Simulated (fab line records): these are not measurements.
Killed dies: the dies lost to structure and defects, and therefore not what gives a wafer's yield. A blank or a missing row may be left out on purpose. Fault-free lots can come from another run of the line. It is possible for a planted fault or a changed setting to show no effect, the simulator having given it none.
Matching of chambers | flow n5_finfet | N5_BEOL_M7_ETCH_66 on rie_diel-03 has 4 sister chambers
The step etches SOC in N2/H2, target depth 80 nm, overetch 16 nm, time 120 s. 4 wafers are shown with their chamber, then 10 later ones without.

WAFERS, EACH WITH ITS CHAMBER
wafer  | chamber | drypump_motor_current_A (A)
L078.5 | 0       | 6.4
L083.3 | 1       | 6.1
L084.1 | 2       | 5.5
L084.3 | 3       | 5.6

WAFERS WHOSE CHAMBER IS MISSING
wafer  | drypump_motor_current_A (A)
L084.4 | 6.0
L089.3 | 5.6
L089.5 | 5.5
L089.6 | 5.6
L091.1 | 6.4
L091.2 | 6.1
L091.4 | 5.5
L093.1 | 6.3
L093.3 | 5.5
L093.6 | 6.1

WHICH CHAMBER EACH ONE RAN IN
wafer  | from the rows above | in truth
L084.4 | 1                   | 1
L089.3 | 3                   | 3
L089.5 | 2                   | 2
L089.6 | 3                   | 3
L091.1 | 0                   | 0
L091.2 | 1                   | 1
L091.4 | 2                   | 2
L093.1 | 0                   | 0
L093.3 | 2                   | 2
L093.6 | 1                   | 1
Correctly placed: 10 of 10. Not placeable from these rows: 0. Placed wrongly: 0.
How it was worked out, from the rows above alone: a wafer's distance from a chamber is the root of the sum, over the readings, of the square of ((its reading less the chamber's mean) divided by the reading's scatter). The wafer belongs to the nearest chamber; if the next one is less than 2 further off, it can't be placed. Each chamber's mean is taken over the wafers shown for it. The scatter: root of mean squared gap, hidden wafer to nearest shown wafer, with one shown wafer a chamber.
